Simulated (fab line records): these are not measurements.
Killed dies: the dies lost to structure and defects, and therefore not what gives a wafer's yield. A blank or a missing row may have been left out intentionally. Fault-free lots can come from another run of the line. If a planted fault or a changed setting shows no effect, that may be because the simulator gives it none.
What tool caused it? | flow n5_finfet | route of 1938 steps, sampled at 1 step: 11 lots, 33 wafers

WHAT THE GAUGES READ, wafer by wafer
N5_HKMG_FIN_CD_MEAS_49 targets a cd of 202 nm.
lot  | measured    | on        | cd_nm (nm)
L075 | day 4 05:35 | cd_sem-02 | 202.0 201.8 202.2
L077 | day 4 21:32 | cd_sem-01 | 202.4 202.1 202.8
L079 | day 5 08:16 | cd_sem-01 | 200.7 200.5 200.8
L081 | day 5 21:28 | cd_sem-01 | 201.9 201.6 200.9
L083 | day 6 07:37 | cd_sem-02 | 202.2 202.1 201.3
L085 | day 6 18:51 | cd_sem-03 | 202.7 202.9 203.9
L087 | day 7 10:04 | cd_sem-03 | 202.3 201.7 201.5
L089 | day 8 05:02 | cd_sem-01 | 202.3 202.2 202.2
L091 | day 8 07:27 | cd_sem-01 | 202.2 202.7 202.0
L093 | day 8 17:44 | cd_sem-01 | 201.5 201.7 201.7
L095 | day 9 04:58 | cd_sem-01 | 202.7 202.5 202.2

EACH LOT AND THE TOOL THAT RAN IT (in order: tool; ch and the chambers of the sampled wafers; start)
Record: no process step prior to these readings.

THE ANSWER, worked out from the rows above alone
Rule: the usual values come from the lots themselves. The widest of any qualifying gaps counts: lots, ordered by their means at a reading, are off when they make up no more than a third of the lots, leave a main group of 4 or more, and stand apart from it by 3 or more times the standard deviation of that group's means. A main group whose means are all the same, to the digits that the tables above print for the reading, isn't used. Also off: a lot with no number at a reading for which 4 or more lots have one. Where the step has rows for the other lots, those lots are counted as sound.
Across all readings shown, no lot is off: no conclusion can be drawn from this.

WHAT HAD BEEN PUT IN BY THE SIMULATOR
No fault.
